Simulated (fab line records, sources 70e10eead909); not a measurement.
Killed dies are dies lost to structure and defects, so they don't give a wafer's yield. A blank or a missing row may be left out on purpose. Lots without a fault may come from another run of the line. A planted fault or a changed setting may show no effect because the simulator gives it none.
Chamber matching | flow nand_harc | NHARC_A_STAIRCASE_DEP_301 on pecvd-04: 3 sister chambers
The step deposits SiON, target thk 30 nm. 6 wafers are shown with their chamber, then 9 later ones without.

WAFERS WITH THEIR CHAMBER
wafer  | chamber | heater_power_w (W)
L086.5 | 2       | 643
L085.2 | 0       | 762
L085.6 | 1       | 813
L091.4 | 0       | 699
L091.5 | 1       | 728
L091.6 | 2       | 662

WAFERS WITHOUT THEIR CHAMBER
wafer  | heater_power_w (W)
L092.3 | 801
L092.4 | 611
L092.6 | 811
L097.1 | 658
L097.3 | 659
L097.6 | 667
L096.1 | 793
L096.2 | 639
L096.4 | 712

WHICH CHAMBER EACH WENT THROUGH
wafer  | from the rows above          | in truth
L092.3 | can't be placed: 1 or 0      | 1
L092.4 | can't be placed: 2 or 0      | 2
L092.6 | can't be placed: 1 or 0      | 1
L097.1 | can't be placed: 2 or 0      | 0
L097.3 | can't be placed: 2 or 0      | 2
L097.6 | can't be placed: 2 or 0      | 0
L096.1 | can't be placed: 1 or 0      | 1
L096.2 | can't be placed: 2 or 0      | 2
L096.4 | can't be placed: 0 or 1 or 2 | 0
Placed correctly: 0 of 9. Can't be placed from these rows: 9 (the true chamber is among the candidates in 9). Placed wrongly: 0.
How it was worked out, from the rows above alone: a wafer's distance from a chamber is the root of the sum, over the readings, of the square of ((its reading less the chamber's mean) divided by the reading's scatter). The wafer belongs to the nearest chamber; if the next one is less than 2 further off, it can't be placed. A chamber's mean is the mean of its shown wafers. The scatter: the root of (the sum of the squares of (reading less its chamber's mean) over the shown wafers, divided by (wafers less chambers)).
